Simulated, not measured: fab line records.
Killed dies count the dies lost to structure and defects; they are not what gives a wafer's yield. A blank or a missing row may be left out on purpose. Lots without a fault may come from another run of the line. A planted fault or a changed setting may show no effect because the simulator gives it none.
fab line records -- flow n5-finfet
record: lots: 7, wafers: 18, last-day: 17
route steps=1938 shown BEOL_M12@1627 PASSIVATION@1936
lots untouched by any fault: they come from a run of this same line in which no faults occurred
start-h: hours from the record's first day to the start of the lot's first wafer shown -- wait-h: hours since the lot's step before -- " unchanged from the row above -- L1.1+2: one row covering several wafers at once -- - value missing, or start not given -- * or withheld: withheld -- < > ~ a bound
route shown NAME@n: names a module that has steps shown in the file, with the first one's number in the route -- usual: mean/standard deviation of fault-free wafers -- same: alike in all rows -- chamber/n: place in a boat -- sites: readings site by site -- _std_site: standard deviation across them -- _edge_site: the outer-site mean with the inner-site mean subtracted -- radius-mm: how far each site lies from the wafer's centre -- mask NAME#n: copy n -- behind: the last tool/chamber to shape the wafer -- hold: why the lot went on hold/how many hours it stayed there/how the hold came to an end -- device: which transistor (n, p or np) failed to switch -- end of line: the route-end tests of the same wafers -- a step given without rows: its recipe and nothing more -- killed: dies lost to structure and defects at the first sort, not the wafer's yield -- map: a wafer's dies, x killed, . not, _ none there
set.NAME: the setting that was run; set.NAME@STEP: the one run at that earlier step -- model.NAME: the simulator's own value behind a step, which no gauge read
lots seen at some steps along the route; tables by step, rows by wafer
services: a tool's chamber out of use, with start hour (start-h, from the record's first day; less than 0 if before it), hours out, and reason
== steps ==
step: N5_BEOL_M12_SOFTBAKE_23
recipe: temp-c: 130, time-s: 60
step: N5_BEOL_M12_EXPOSE_25
recipe: mask-id: M12, na: 0.93, source-shape: conventional, sigma-outer: 0.4, polarization: unpolarized, dose-mj: 21.8
step: N5_BEOL_M12_PEB_26
recipe: peb-temp-c: 130, peb-time-s: 90
step: N5_BEOL_M12_DEVELOP_27
recipe: develop-time-s: 45, rinse-liquid: diw, dry: air-spin, dev-temp-c: 21
step: N5_BEOL_M12_HARDBAKE_32
recipe: temp-c: 130, time-s: 120
step: N5_BEOL_M12_CD_MEAS_28
recipe: target-cd-nm: 160.2, landing-energy-ev: 500, detector: se-inlens, polarity: opening
usual: cd-nm: 160.3/1.5
lot.wafer,tool,chamber,start-h,wait-h,cd-nm
L634.1,cd-sem-02,0,245.44,-,163.6
L634.3,cd-sem-02,0,245.44,-,159.8
L634.4,cd-sem-02,0,245.44,-,161.1
L633.1,cd-sem-01,0,248.55,-,159.7
L633.2,cd-sem-01,0,248.55,-,162.6
L633.4,cd-sem-01,0,248.55,-,161.4
L639.3,cd-sem-03,0,287.37,-,159.5
L639.6,cd-sem-03,0,287.37,-,159.4
L642.1,cd-sem-03,0,302.22,-,160.1
L642.3,cd-sem-03,0,302.22,-,158.0
L644.1,cd-sem-01,0,312.55,-,158.1
L644.4,cd-sem-01,0,312.55,-,161.7
L648.1,cd-sem-01,0,338.37,-,160.0
L648.4,cd-sem-01,0,338.37,-,161.5
L648.5,cd-sem-01,0,338.37,-,160.5
L655.1,cd-sem-03,0,377.25,-,162.9
L655.3,cd-sem-03,0,377.25,-,159.0
L655.6,cd-sem-03,0,377.25,-,159.6
step: N5_BEOL_M12_OVL_MEAS_29
recipe: points-per-wafer: 44
usual: M12_OVL: -4/5.3
lot.wafer,tool,chamber,start-h,wait-h,M12_OVL[nm]
L634.1,overlay-01,0,245.47,0.0,-9
L634.3,overlay-01,0,245.47,0.0,-12
L634.4,overlay-01,0,245.47,0.0,-8
L633.1,overlay-01,0,248.58,0.0,2
L633.2,overlay-01,0,248.58,0.0,2
L633.4,overlay-01,0,248.58,0.0,1
L639.3,overlay-02,0,287.39,0.0,-5
L639.6,overlay-02,0,287.39,0.0,-13
L642.1,overlay-01,0,302.25,0.0,-5
L642.3,overlay-01,0,302.25,0.0,-1
L644.1,overlay-02,0,312.58,0.0,0
L644.4,overlay-02,0,312.58,0.0,-4
L648.1,overlay-01,0,338.40,0.0,-4
L648.4,overlay-01,0,338.40,0.0,-3
L648.5,overlay-01,0,338.40,0.0,-1
L655.1,overlay-02,0,377.28,0.0,-12
L655.3,overlay-02,0,377.28,0.0,-5
L655.6,overlay-02,0,377.28,0.0,-5
step: N5_BEOL_M12_INSPECT_30
recipe: mode: adi, inspect-instrument: macro
usual: raw-defect-count: 2.0/1.4
lot.wafer,tool,chamber,start-h,wait-h,raw-defect-count
L634.1,defect-inspect-01,-,245.49,0.0,2
L634.3,defect-inspect-01,-,245.49,0.0,4
L634.4,defect-inspect-01,-,245.49,0.0,3
L633.1,defect-inspect-02,-,248.60,0.0,1
L633.2,defect-inspect-02,-,248.60,0.0,2
L633.4,defect-inspect-02,-,248.60,0.0,3
L639.3,defect-inspect-02,-,287.42,0.0,2
L639.6,defect-inspect-02,-,287.42,0.0,5
L642.1,defect-inspect-02,-,302.27,0.0,3
L642.3,defect-inspect-02,-,302.27,0.0,0
L644.1,defect-inspect-02,-,312.61,0.0,2
L644.4,defect-inspect-02,-,312.61,0.0,0
L648.1,defect-inspect-01,-,338.43,0.0,5
L648.4,defect-inspect-01,-,338.43,0.0,1
L648.5,defect-inspect-01,-,338.43,0.0,0
L655.1,defect-inspect-02,-,377.30,0.0,1
L655.3,defect-inspect-02,-,377.30,0.0,2
L655.6,defect-inspect-02,-,377.30,0.0,1
step: N5_BEOL_M12_DESCUM_33
recipe: chemistry: O2, time-s: 7.9, source-power-w: 50, bias-power-w: 20, pressure-mtorr: 20, rf-frequency-hz: 2.712e+07, temp-c: 40, o2-flow-sccm: 225
usual: drypump-motor-current-A: 5.7/0.34, oes-product-au: 0.80/0.093, rf-vpp-V: 243.2/1.1, showerhead-plenum-p-Torr: 2.10/0.066, throttle-valve-pct: 20.41/0.23
lot.wafer,tool,chamber,start-h,wait-h,drypump-motor-current-A,oes-product-au,rf-hours-counter-h,rf-vpp-V,showerhead-plenum-p-Torr,throttle-valve-pct
L634.1,rie-diel-01,3,245.53,0.0,5.5,0.68,241,243.9,2.07,20.76
L634.3,rie-diel-01,1,245.53,0.0,5.8,0.69,227,243.1,2.07,20.18
L634.4,rie-diel-01,3,245.53,0.0,5.5,0.68,-,243.1,2.07,20.76
L633.1,rie-diel-01,1,248.64,0.0,5.7,0.68,228,242.3,2.07,20.19
L633.2,rie-diel-01,3,248.64,0.0,5.5,0.68,242,243.5,2.07,20.77
L633.4,rie-diel-01,2,248.64,0.0,5.7,0.92,12,242.9,2.05,20.51
L639.3,rie-diel-01,1,287.45,0.0,5.7,0.67,243,243.6,2.07,20.21
L639.6,rie-diel-01,0,287.45,0.0,5.9,0.86,-,240.8,2.04,20.37
L642.1,rie-diel-01,3,302.40,0.1,5.6,0.99,0,242.1,2.07,20.47
L642.3,rie-diel-01,0,302.40,0.1,5.9,0.84,61,243.2,2.04,20.40
L644.1,rie-diel-01,2,312.64,0.0,5.7,0.86,39,243.8,2.04,20.56
L644.4,rie-diel-01,2,312.64,0.0,5.7,0.86,-,242.6,2.04,20.57
L648.1,rie-diel-05,2,338.56,0.1,5.2,0.93,14,243.7,2.14,20.53
L648.4,rie-diel-05,3,338.56,0.1,6.5,0.88,-,244.3,2.23,20.36
L648.5,rie-diel-05,0,338.56,0.1,5.4,0.70,-,243.5,2.13,20.83
L655.1,rie-diel-01,1,377.34,0.0,5.8,0.93,9,244.2,2.06,19.93
L655.3,rie-diel-01,0,377.34,0.0,5.9,0.80,94,243.5,2.03,20.45
L655.6,rie-diel-01,2,377.34,0.0,5.7,0.80,-,241.9,2.03,20.62
step: N5_BEOL_M12_ETCH_67
recipe: chemistry: CF4, target: SiARC, target-depth-a: 1430, time-s: 238.3, ion-energy-ev: 80, pressure-mtorr: 40, source-w: 545, bias-w: 36, Ar_flow_sccm: 100, cf4-flow-sccm: 100, ends: cleared
usual: drypump-motor-current-A: 5.7/0.34, etch-rf-on-time-s: 238/7.3, oes-product-au: 0.69/0.081, rf-vpp-V: 184.0/1.2, showerhead-plenum-p-Torr: 2.15/0.064, throttle-valve-pct: 15.60/0.21
lot.wafer,tool,chamber,start-h,wait-h,drypump-motor-current-A,etch-rf-on-time-s,oes-product-au,rf-hours-counter-h,rf-vpp-V,showerhead-plenum-p-Torr,throttle-valve-pct
L634.1,rie-diel-01,3,245.56,0.0,5.6,236,0.59,241,183.6,2.12,16.01
L634.3,rie-diel-01,1,245.56,0.0,5.8,243,0.59,227,183.7,2.12,15.45
L634.4,rie-diel-01,3,245.56,0.0,5.5,238,0.59,-,184.4,2.12,16.03
L633.1,rie-diel-01,1,248.67,0.0,5.7,242,0.58,228,184.5,2.12,15.45
L633.2,rie-diel-01,3,248.67,0.0,5.6,239,0.58,242,183.5,2.12,16.03
L633.4,rie-diel-01,2,248.67,0.0,5.7,226,0.80,12,183.7,2.10,15.60
L639.3,rie-diel-01,1,287.49,0.0,5.8,242,0.58,243,181.9,2.12,15.48
L639.6,rie-diel-01,0,287.49,0.0,5.9,238,0.73,-,183.8,2.09,15.48
L642.1,rie-diel-01,3,302.44,0.0,5.5,226,0.86,0,182.6,2.12,15.57
L642.3,rie-diel-01,0,302.44,0.0,5.9,240,0.71,61,182.3,2.09,15.50
L644.1,rie-diel-01,2,312.68,0.0,5.7,229,0.75,39,184.5,2.09,15.65
L644.4,rie-diel-01,2,312.68,0.0,5.7,227,0.76,-,184.5,2.09,15.64
L648.1,rie-diel-05,2,338.59,0.0,5.3,249,0.79,14,183.9,2.19,15.63
L648.4,rie-diel-05,3,338.59,0.0,6.5,235,0.74,-,185.3,2.27,15.49
L648.5,rie-diel-05,0,338.59,0.0,5.4,237,0.60,-,184.1,2.19,16.07
L655.1,rie-diel-01,1,377.37,0.0,5.7,237,0.80,9,183.6,2.11,15.03
L655.3,rie-diel-01,0,377.37,0.0,5.9,240,0.68,94,183.7,2.08,15.55
L655.6,rie-diel-01,2,377.37,0.0,5.7,231,0.71,-,183.1,2.08,15.71
step: N5_BEOL_M12_ETCH_68
recipe: chemistry: N2/H2, target: SOC, mask-material: SiARC, source-w: 3000, bias-w: 350, temp-c: 40, time-s: 285, ion-energy-ev: 200, pressure-mtorr: 30, n2-flow-sccm: 200, h2-flow-sccm: 200
usual: drypump-motor-current-A: 5.7/0.34, oes-product-au: 0.80/0.093, rf-vpp-V: 523.8/2.3, showerhead-plenum-p-Torr: 2.55/0.071, throttle-valve-pct: 17.77/0.25
lot.wafer,tool,chamber,start-h,wait-h,drypump-motor-current-A,oes-product-au,rf-hours-counter-h,rf-vpp-V,showerhead-plenum-p-Torr,throttle-valve-pct
L634.1,rie-diel-01,3,245.71,0.1,5.6,0.67,241,523.3,2.50,18.11
L634.3,rie-diel-01,1,245.71,0.1,5.8,0.69,227,523.0,2.51,17.47
L634.4,rie-diel-01,3,245.71,0.1,5.6,0.68,-,523.5,2.50,18.10
L633.1,rie-diel-01,1,248.82,0.1,5.7,0.69,228,522.1,2.50,17.47
L633.2,rie-diel-01,3,248.82,0.1,5.6,0.67,242,521.1,2.50,18.10
L633.4,rie-diel-01,2,248.82,0.1,5.7,0.92,12,521.4,2.50,17.85
L639.3,rie-diel-01,1,287.63,0.1,5.8,0.68,243,522.0,2.50,17.49
L639.6,rie-diel-01,0,287.63,0.1,5.9,0.86,-,522.6,2.49,17.79
L642.1,rie-diel-01,3,302.58,0.1,5.5,0.99,0,521.7,2.50,17.73
L642.3,rie-diel-01,0,302.58,0.1,5.9,0.86,61,521.6,2.49,17.79
L644.1,rie-diel-01,2,312.82,0.1,5.7,0.85,40,521.2,2.48,17.90
L644.4,rie-diel-01,2,312.82,0.1,5.8,0.85,-,522.5,2.49,17.91
L648.1,rie-diel-05,2,338.74,0.1,5.2,0.94,14,524.2,2.62,18.00
L648.4,rie-diel-05,3,338.74,0.1,6.5,0.87,-,527.7,2.68,17.52
L648.5,rie-diel-05,0,338.74,0.1,5.4,0.71,-,526.6,2.61,18.31
L655.1,rie-diel-01,1,377.52,0.1,5.8,0.93,9,520.8,2.49,17.14
L655.3,rie-diel-01,0,377.52,0.1,5.9,0.79,95,521.1,2.48,17.85
L655.6,rie-diel-01,2,377.52,0.1,5.7,0.81,-,520.9,2.47,17.94
step: N5_BEOL_M12_STRIP_69
recipe: chemistry: N2/H2, temp-c: 40, n2-flow-sccm: 200, h2-flow-sccm: 200, rf-frequency-hz: 6e+07
step: N5_BEOL_M12_TRENCH_ETCH_34
recipe: chemistry: C4F8/O2/Ar, target: SiOC, target-depth-a: 3189.5, mask-material: SOC, pressure-mtorr: 30, source-w: 3000, bias-w: 700, Ar_flow_sccm: 400, C4F8_flow_sccm: 15, O2_flow_sccm: 8, he-inner-torr: 15, he-outer-torr: 30, time-s: 125.5, ion-energy-ev: 250
usual: drypump-motor-current-A: 5.7/0.35, oes-product-au: 0.80/0.093, rf-vpp-V: 665.6/2.8, showerhead-plenum-p-Torr: 3.42/0.1, throttle-valve-pct: 24.17/0.25
lot.wafer,tool,chamber,start-h,wait-h,drypump-motor-current-A,oes-product-au,rf-hours-counter-h,rf-vpp-V,showerhead-plenum-p-Torr,throttle-valve-pct,model.etch.depth-nm
L634.1,rie-diel-01,3,245.89,0.0,5.6,0.68,241,664.6,3.40,24.63,310.4
L634.3,rie-diel-01,1,245.89,0.0,5.8,0.68,227,664.6,3.37,23.81,310.8
L634.4,rie-diel-01,3,245.89,0.0,5.6,0.67,-,664.8,3.40,24.60,311.6
L633.1,rie-diel-01,1,249.00,0.0,5.8,0.69,228,664.2,3.37,23.82,314
L633.2,rie-diel-01,3,249.00,0.0,5.5,0.67,242,664.6,3.40,24.60,312.6
L633.4,rie-diel-01,2,249.00,0.0,5.8,0.92,12,663.0,3.34,24.23,321.4
L639.3,rie-diel-01,1,287.82,0.0,5.8,0.68,243,666.4,3.36,23.84,304.6
L639.6,rie-diel-01,0,287.82,0.0,5.9,0.86,-,661.8,3.35,24.17,323.1
L642.1,rie-diel-01,3,302.77,0.0,5.5,0.98,1,664.1,3.39,24.36,315.8
L642.3,rie-diel-01,0,302.77,0.0,5.9,0.84,61,662.6,3.34,24.18,307.7
L644.1,rie-diel-01,2,313.00,0.0,5.8,0.86,40,661.9,3.32,24.26,309.1
L644.4,rie-diel-01,2,313.00,0.0,5.7,0.86,-,663.0,3.32,24.28,322.2
L648.1,rie-diel-05,2,338.92,0.0,5.2,0.93,14,666.8,3.49,24.33,311
L648.4,rie-diel-05,3,338.92,0.0,6.5,0.87,-,672.0,3.64,24.25,320.3
L648.5,rie-diel-05,0,338.92,0.0,5.4,0.70,-,667.5,3.48,24.55,313.8
L655.1,rie-diel-01,1,377.70,0.0,5.8,0.93,9,663.7,3.35,23.60,319.5
L655.3,rie-diel-01,0,377.70,0.0,5.9,0.80,95,663.1,3.32,24.22,317.4
L655.6,rie-diel-01,2,377.70,0.0,5.7,0.82,-,663.9,3.31,24.32,315.6
step: N5_BEOL_M12_STRIP_70
recipe: chemistry: C4F8/O2/Ar, resist: SiARC, rf-frequency-hz: 6e+07
step: N5_BEOL_M12_OCD_MEAS_35
usual: trench-depth-nm: 318/5.4
lot.wafer,tool,chamber,start-h,wait-h,trench-depth-nm
L634.1,ocd-01,-,246.04,0.0,310
L634.3,ocd-01,-,246.04,0.0,311
L634.4,ocd-01,-,246.04,0.0,311
L633.1,ocd-01,-,249.16,0.0,314
L633.2,ocd-01,-,249.16,0.0,313
L633.4,ocd-01,-,249.16,0.0,321
L639.3,ocd-01,-,287.97,0.0,305
L639.6,ocd-01,-,287.97,0.0,323
L642.1,ocd-02,-,302.92,0.0,316
L642.3,ocd-02,-,302.92,0.0,308
L644.1,ocd-02,-,313.16,0.0,309
L644.4,ocd-02,-,313.16,0.0,322
L648.1,ocd-02,-,339.07,0.0,311
L648.4,ocd-02,-,339.07,0.0,320
L648.5,ocd-02,-,339.07,0.0,314
L655.1,ocd-02,-,377.85,0.0,320
L655.3,ocd-02,-,377.85,0.0,318
L655.6,ocd-02,-,377.85,0.0,316
step: N5_BEOL_M12_STRIP_37
recipe: chemistry: N2/H2, power-w: 1000, temp-c: 250, h2-frac: 0.65, overash-fraction: 0.3, pressure-mtorr: withheld, n2-flow-sccm: 1750, h2-flow-sccm: 3250
step: N5_BEOL_M12_ETCH_38
recipe: chemistry: CF4/N2, target: SiCN, target-depth-a: 687, taper-deg: 2, time-s: 73.4, ion-energy-ev: 150, mask-material: SiO2, pressure-mtorr: 40, source-w: 430, bias-w: 70, Ar_flow_sccm: 100, cf4-flow-sccm: 60, n2-flow-sccm: 60
usual: drypump-motor-current-A: 5.7/0.37, oes-product-au: 0.80/0.095, rf-vpp-V: 382.5/1.8, showerhead-plenum-p-Torr: 2.21/0.067, throttle-valve-pct: 15.43/0.17
lot.wafer,tool,chamber,start-h,wait-h,drypump-motor-current-A,oes-product-au,rf-hours-counter-h,rf-vpp-V,showerhead-plenum-p-Torr,throttle-valve-pct
L634.1,rie-diel-03,2,250.53,-,5.0,0.71,205,381.5,2.19,15.39
L634.3,rie-diel-03,1,250.53,-,5.7,0.81,88,382.9,2.22,15.26
L634.4,rie-diel-03,3,250.53,-,5.7,0.79,141,378.6,2.12,15.13
L633.1,rie-diel-05,3,253.78,-,6.5,0.95,16,385.4,2.35,15.23
L633.2,rie-diel-05,2,253.78,-,5.2,0.69,240,385.3,2.27,15.87
L633.4,rie-diel-05,1,253.78,-,5.6,0.71,217,385.5,2.25,15.48
L639.3,rie-diel-01,1,291.48,-,5.7,0.67,245,382.7,2.18,15.30
L639.6,rie-diel-01,0,291.48,-,5.9,0.84,-,380.6,2.16,15.33
L642.1,rie-diel-05,3,303.19,-,6.5,0.92,36,386.1,2.34,15.25
L642.3,rie-diel-05,0,303.19,-,5.4,0.72,-,383.6,2.26,15.85
L644.1,rie-diel-03,1,313.42,-,5.6,0.79,110,385.0,2.21,15.32
L644.4,rie-diel-03,0,313.42,-,5.9,0.70,228,384.7,2.28,15.45
L648.1,rie-diel-01,0,339.29,-,5.9,0.81,78,381.4,2.15,15.39
L648.4,rie-diel-01,2,339.29,-,5.7,0.86,-,380.3,2.15,15.52
L648.5,rie-diel-01,3,339.29,-,5.5,0.93,-,381.1,2.17,15.43
L655.1,rie-diel-05,3,377.99,-,6.5,0.86,65,385.4,2.33,15.33
L655.3,rie-diel-05,0,377.99,-,5.4,0.97,5,384.5,2.25,15.35
L655.6,rie-diel-05,0,377.99,-,5.4,0.97,-,383.8,2.25,15.35
step: N5_BEOL_M12_PRECLEAN_39
recipe: chemistry: residue-remover, time-s: 60, temp-c: 40
step: N5_BEOL_M12_SRD_40
recipe: time-s: 30, temp-c: 23, rinse-liquid: diw, dry: n2-spin, spin-rpm: 1500, dry-time-s: 30
step: N5_BEOL_M12_DEGAS_41
recipe: ambient: vacuum, temp-c: 250, time-s: 60
step: N5_BEOL_M12_PRE_CLEAN_42
recipe: gas: H2/He, time-s: 30, temp-c: 250
step: N5_BEOL_M12_SPUTTER_43
recipe: material: TaN, target-thk-a: 150, temp-c: 50, bias-v: 168.6, power-w: 15000, chamber-pressure-pa: 0.12, time-s: 24.19
usual: bias-v: 168.3/1.7, throttle-valve-pct: 29.9/1.2
lot.wafer,tool,chamber,start-h,wait-h,bias-v,throttle-valve-pct
L634.1,pvd-sputter-02,-,251.02,0.0,167.0,28.6
L634.3,pvd-sputter-02,-,251.02,0.0,167.7,31.4
L634.4,pvd-sputter-02,-,251.02,0.0,169.4,30.3
L633.1,pvd-sputter-02,-,254.28,0.0,168.3,28.5
L633.2,pvd-sputter-02,-,254.28,0.0,169.6,29.4
L633.4,pvd-sputter-02,-,254.28,0.0,167.8,31.3
L639.3,pvd-sputter-03,-,291.86,0.0,169.0,30.6
L639.6,pvd-sputter-03,-,291.86,0.0,167.0,29.3
L642.1,pvd-sputter-03,-,303.70,0.0,169.7,29.1
L642.3,pvd-sputter-03,-,303.70,0.0,168.6,30.1
L644.1,pvd-sputter-02,-,313.84,0.0,170.7,29.9
L644.4,pvd-sputter-02,-,313.84,0.0,171.0,29.4
L648.1,pvd-sputter-01,-,339.97,0.0,166.8,31.0
L648.4,pvd-sputter-01,-,339.97,0.0,167.2,27.6
L648.5,pvd-sputter-01,-,339.97,0.0,166.6,27.5
L655.1,pvd-sputter-02,-,378.45,0.0,169.7,29.5
L655.3,pvd-sputter-02,-,378.45,0.0,170.7,28.3
L655.6,pvd-sputter-02,-,378.45,0.0,168.4,28.4
step: N5_BEOL_M12_SPUTTER_44
recipe: material: Ta, target-thk-a: 100, temp-c: 50, bias-v: 80, power-w: 15000, chamber-pressure-pa: 0.07, time-s: 16.13
step: N5_BEOL_M12_SPUTTER_45
recipe: material: Cu, target-thk-a: 800, temp-c: -20, bias-v: 60, power-w: 26000, chamber-pressure-pa: 0.13, time-s: 13.33
step: N5_BEOL_M12_ECD_47
recipe: material: Cu, target-thk-a: 7200
step: N5_BEOL_M12_ANNEAL_48
recipe: temp-c: 225, time-s: 90, ambient: N2
step: N5_BEOL_M12_CMP_49
recipe: stop-on: SiOC, t-overpolish-s: 20.6, down-force-psi: 1, platen-rpm: 50, clearing-platen-down-force-psi: 1.5, clearing-platen-rpm: 50, post-cmp-clean: cu-alkaline, target-thk-nm: 320, clearing-platen-pad-velocity-m-s: 0.99484, pad-velocity-m-s: 0.99484
usual: barrier-field-endpoint-s: 30.3/0.77, motor-current-A: 5.8/0.46, overpolish-run-s: 20.600/0.0097, retaining-ring-pressure-frac: 0.999/0.0051
same: t-overpolish-s: 20.6
lot.wafer,tool,chamber,start-h,wait-h,barrier-field-endpoint-s,motor-current-A,overpolish-run-s,retaining-ring-pressure-frac,model.Cu_of_BEOL_M12_ECD_47.thk-nm
L634.3,cmp-02,2,251.74,0.2,30.4,6.0,20.593,0.998,312.2
L634.4,cmp-02,3,251.74,0.2,30.6,5.8,20.597,1.001,311.8
L634.1,cmp-02,1,251.74,0.2,31.3,5.7,20.592,1.001,312
L633.1,cmp-04,1,255.53,0.3,30.9,6.0,20.597,0.999,316.2
L633.2,cmp-04,2,255.53,0.3,29.7,6.7,20.616,1.004,314
L633.4,cmp-04,3,255.53,0.3,30.7,5.7,20.596,0.997,325.4
L639.3,cmp-03,2,292.58,0.2,29.6,5.5,20.615,0.998,305
L639.6,cmp-03,3,292.58,0.2,29.3,6.1,20.611,1.006,324.2
L642.1,cmp-03,2,305.32,0.4,29.1,5.2,20.584,0.994,315.8
L642.3,cmp-03,3,305.32,0.4,29.3,5.9,20.600,1.007,308
L644.4,cmp-04,1,314.59,0.2,30.2,5.8,20.593,1.004,325
L644.1,cmp-04,2,314.59,0.2,30.0,6.6,20.608,0.996,309.4
L648.4,cmp-02,3,340.86,0.1,30.3,5.7,20.605,0.999,320.4
L648.1,cmp-02,1,340.86,0.1,30.9,5.7,20.580,1.004,311.2
L648.5,cmp-02,3,340.86,0.1,29.9,5.5,20.602,1.009,314.4
L655.3,cmp-03,2,379.40,0.2,29.6,5.2,20.595,0.996,318.2
L655.1,cmp-03,3,379.40,0.2,30.1,6.0,20.611,0.996,321
L655.6,cmp-03,1,379.40,0.2,30.3,5.5,20.603,0.985,316.8
step: N5_BEOL_M12_THK_MEAS_50
recipe: thk-meas-gauge: xrf, reads: Cu_of_BEOL_M12_ECD_47
usual: M12_THK: 314/6
lot.wafer,tool,chamber,start-h,wait-h,M12_THK[nm]
L634.1,film-metro-02,-,252.03,-,308
L634.3,film-metro-02,-,252.03,-,308
L634.4,film-metro-02,-,252.03,-,308
L633.1,film-metro-01,-,255.82,-,309
L633.2,film-metro-01,-,255.82,-,307
L633.4,film-metro-01,-,255.82,-,318
L639.3,film-metro-02,-,292.88,-,301
L639.6,film-metro-02,-,292.88,-,321
L642.1,film-metro-01,-,305.54,-,309
L642.3,film-metro-01,-,305.54,-,301
L644.1,film-metro-01,-,314.85,-,304
L644.4,film-metro-01,-,314.85,-,318
L648.1,film-metro-02,-,341.15,-,304
L648.4,film-metro-02,-,341.15,-,314
L648.5,film-metro-02,-,341.15,-,308
L655.1,film-metro-02,-,379.62,-,314
L655.3,film-metro-02,-,379.62,-,313
L655.6,film-metro-02,-,379.62,-,310
step: N5_PASSIVATION_PROBE_49
usual: defect-limited-yield: 90.9/1.6, killed_at_M0_to_M3: 34/11, killed_at_M4_up: 14/5.7, killed-at-contacts: 13/6.5, killed-at-front-end: 43/11, killed-at-other: 4/3.1, killed-dies: 107/19, killed-open: 71/14, killed-short: 35/7.9, sort_bin_5_function: 5.3/1.1, sort_bin_6_memory: 3.4/0.74, sort-n-pass: 1073/19, sort-yield-pct: 90.9/1.6
same: gross-dies: 1180, killed-at-back-side: 0, sort_bin_4_leakage[%]: 0, sort_bin_8_speed[%]: 0
lot.wafer,tool,chamber,start-h,wait-h,defect-limited-yield[%],killed_at_M0_to_M3,killed_at_M4_up,killed-at-contacts,killed-at-front-end,killed-at-other,killed-dies,killed-open,killed-short,sort_bin_5_function[%],sort_bin_6_memory[%],sort-n-pass,sort-yield-pct[%]
L634.1,prober-02,-,282.31,0.0,89.2,40,16,12,60,0,128,83,39,5.8,4.3,1052,89.2
L634.3,prober-02,-,282.41,0.1,90.0,27,18,20,51,2,118,81,35,6.0,3.7,1062,90.0
L634.4,prober-02,-,282.46,0.2,89.7,30,18,12,56,5,121,78,42,6.4,3.6,1059,89.7
L642.1,prober-01,-,336.64,0.0,92.7,22,7,19,36,2,86,51,33,4.3,2.3,1094,92.7
L642.3,prober-01,-,336.74,0.1,90.5,36,10,16,48,2,112,68,44,5.5,3.4,1068,90.5
L648.1,prober-02,-,380.24,0.8,90.8,24,11,8,66,0,109,73,34,5.3,3.1,1071,90.8
L648.5,prober-02,-,380.44,1.0,89.7,37,19,12,50,3,121,80,41,6.4,3.5,1059,89.7
killed by level:class
L634.1 STI_FIN_REVEAL:geometric-particle:open=21 BEOL_M0_SAQP:geometric-particle:short=12 BEOL_M4:geometric-particle:open=10 FIN_SAQP:geometric-particle:open=9 BEOL_M3:geometric-particle:open=8 MOL_CONTACT_COAG:geometric-particle:open=7 HKMG_FIN:area-etch=6 GATE_CUT:geometric-particle:short=5
L634.3 STI_FIN_REVEAL:geometric-particle:open=19 MOL_CONTACT_COAG:geometric-particle:open=11 BEOL_M2:geometric-particle:open=9 BEOL_M3:geometric-particle:open=8 BEOL_M4:geometric-particle:open=8 FIN_SAQP:geometric-particle:short=7 MOL_CONTACT_COAG:geometric-particle:short=7 FIN_SAQP:geometric-particle:open=5
L634.4 STI_FIN_REVEAL:geometric-particle:open=22 BEOL_M4:geometric-particle:open=10 FIN_SAQP:geometric-particle:open=6 DUMMY_GATE:geometric-particle:open=6 MOL_CONTACT_COAG:geometric-particle:open=6 BEOL_M3:geometric-particle:open=6 BEOL_M3:geometric-particle:short=6 FIN_SAQP:geometric-particle:short=5
L642.1 MOL_CONTACT_COAG:geometric-particle:open=15 FIN_SAQP:geometric-particle:short=11 FIN_SAQP:geometric-particle:open=7 BEOL_M2:geometric-particle:open=7 BEOL_M0_SAQP:geometric-particle:short=4 MOL_CONTACT_COAG:geometric-particle:short=4 BEOL_M0_SAQP:geometric-particle:open=3 BEOL_M1:geometric-particle:open=3
L642.3 FIN_SAQP:geometric-particle:short=18 MOL_CONTACT_COAG:geometric-particle:open=15 BEOL_M0_SAQP:geometric-particle:short=15 FIN_SAQP:geometric-particle:open=12 DUMMY_GATE:geometric-particle:open=7 BEOL_M0_SAQP:geometric-particle:open=7 BEOL_M3:geometric-particle:open=5 STI_FIN_REVEAL:geometric-particle:open=4
L648.1 FIN_SAQP:geometric-particle:short=20 FIN_SAQP:geometric-particle:open=17 STI_FIN_REVEAL:geometric-particle:open=9 BEOL_M2:geometric-particle:open=8 BEOL_M4:geometric-particle:open=7 MOL_CONTACT_COAG:geometric-particle:open=7 BEOL_M0_SAQP:geometric-particle:open=7 STARTING-WAFER:geometric-particle:open=5
L648.5 STI_FIN_REVEAL:geometric-particle:open=17 DUMMY_GATE:geometric-particle:open=10 MOL_CONTACT_COAG:geometric-particle:open=9 BEOL_M4:geometric-particle:open=8 BEOL_M0_SAQP:geometric-particle:open=8 BEOL_M2:geometric-particle:open=8 STARTING-WAFER:geometric-particle:short=8 BEOL_M0_SAQP:geometric-particle:short=7
== services ==
tool,chamber,start-h,hours,kind
cmp-02,-,226.70,5.5,pm
cmp-03,-,228.00,4.0,pm
cmp-03,-,234.83,4.0,pm
cmp-03,-,241.71,8.8,pm
rie-diel-01,0,243.88,4.7,repair
rie-diel-01,-,251.62,1.0,repair
rie-diel-01,3,271.09,-,clean
rie-diel-01,3,271.09,-,consumable-replace:focus-ring
rie-diel-01,3,271.09,30.4,scheduled-down
rie-diel-01,3,271.09,30.4,vent-cycle
cmp-03,-,276.12,4.4,repair
cmp-04,-,280.95,2.1,repair
rie-diel-05,2,283.91,-,clean
cmp-02,-,294.69,4.3,pm
rie-diel-03,-,296.94,2.7,repair
rie-diel-03,-,300.72,0.3,repair
cmp-02,-,304.26,4.0,pm
rie-diel-01,1,309.69,18.4,repair
cmp-04,-,317.85,1.7,repair
rie-diel-05,1,326.19,19.6,repair
cmp-03,-,326.71,1.0,repair
cmp-04,-,347.34,4.0,pm
rie-diel-05,1,362.00,2.8,repair
cmp-02,-,368.26,2.4,repair
== key ==
first-sign none at tools or gauges
model-effect: step: N5_BEOL_M12_TRENCH_ETCH_34, value: etch.depth-nm, without: 321.3, struck: 309.3
model-effect: step: N5_BEOL_M12_CMP_49, value: Cu_of_BEOL_M12_ECD_47.thk-nm, without: 321.5, struck: 309.6
met-at N5_BEOL_M12_TRENCH_ETCH_34
struck-wafers L639.3,L642.1,L642.3,L644.1
onset-between 249.00 287.82
fault: kind: process-parameter-drift, tool: rie-diel-01, chamber: -, onset-h: 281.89, steps: N5_BEOL_M12_TRENCH_ETCH_34, channel: target-depth-a, offset: -118.59, shape: step, end-h: 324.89, scope: struck-wafers-only, acts-in: these-recipes-only, stated: 3189.5
